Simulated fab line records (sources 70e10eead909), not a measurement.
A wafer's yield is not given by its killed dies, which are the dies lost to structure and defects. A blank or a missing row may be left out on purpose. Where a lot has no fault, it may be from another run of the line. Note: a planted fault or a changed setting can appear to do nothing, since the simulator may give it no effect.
Chamber matching / flow nandHarc / NHARC_P_M1_DEP_33 on pecvd-02 has 3 sister chambers
The step deposits SiCN, target thk 30 nm. 6 wafers are shown with their chamber, then 10 later ones without.

WAFERS WITH THEIR CHAMBER
wafer=L084.4; chamber=2; heaterPowerW (W)=510; rfFwdPowerW (W)=446.5
wafer=L087.5; chamber=2; heaterPowerW (W)=473; rfFwdPowerW (W)=448.4
wafer=L089.4; chamber=0; heaterPowerW (W)=554; rfFwdPowerW (W)=448.5
wafer=L089.5; chamber=1; heaterPowerW (W)=495; rfFwdPowerW (W)=447.7
wafer=L093.3; chamber=0; heaterPowerW (W)=533; rfFwdPowerW (W)=448.1
wafer=L093.5; chamber=1; heaterPowerW (W)=532; rfFwdPowerW (W)=446.1

WAFERS MISSING THEIR CHAMBER
wafer=L093.6; heaterPowerW (W)=510; rfFwdPowerW (W)=448.4
wafer=L094.2; heaterPowerW (W)=464; rfFwdPowerW (W)=449.2
wafer=L094.3; heaterPowerW (W)=549; rfFwdPowerW (W)=447.4
wafer=L094.4; heaterPowerW (W)=513; rfFwdPowerW (W)=450.1
wafer=L095.3; heaterPowerW (W)=479; rfFwdPowerW (W)=448.1
wafer=L095.4; heaterPowerW (W)=492; rfFwdPowerW (W)=449.1
wafer=L095.6; heaterPowerW (W)=491; rfFwdPowerW (W)=450.9
wafer=L096.3; heaterPowerW (W)=583; rfFwdPowerW (W)=449.7
wafer=L096.4; heaterPowerW (W)=577; rfFwdPowerW (W)=450.9
wafer=L096.5; heaterPowerW (W)=488; rfFwdPowerW (W)=450.5

WHICH CHAMBER EACH WENT THROUGH
wafer=L093.6; from the rows above=can't be placed: 2 or 0 or 1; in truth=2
wafer=L094.2; from the rows above=can't be placed: 2 or 1 or 0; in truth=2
wafer=L094.3; from the rows above=can't be placed: 0 or 1 or 2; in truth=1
wafer=L094.4; from the rows above=can't be placed: 0 or 2 or 1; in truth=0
wafer=L095.3; from the rows above=can't be placed: 2 or 1 or 0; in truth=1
wafer=L095.4; from the rows above=can't be placed: 2 or 1 or 0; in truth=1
wafer=L095.6; from the rows above=can't be placed: 2 or 0 or 1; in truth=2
wafer=L096.3; from the rows above=can't be placed: 0 or 1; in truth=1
wafer=L096.4; from the rows above=can't be placed: 0 or 1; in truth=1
wafer=L096.5; from the rows above=can't be placed: 2 or 0 or 1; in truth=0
0 of 10 placed correctly. Not placeable from these rows: 10 (in 10, the candidates include the true chamber). Number placed wrongly: 0.
How it was worked out, from the rows above alone: a wafer's distance from a chamber is the root of the sum, over the readings, of the square of ((its reading less the chamber's mean) divided by the reading's scatter). The wafer belongs to the nearest chamber; if the next one is less than 2 further off, it can't be placed. The mean given for a chamber averages the wafers shown for that chamber. The scatter: the root of (the sum of the squares of (reading less its chamber's mean) over the shown wafers, divided by (wafers less chambers)).
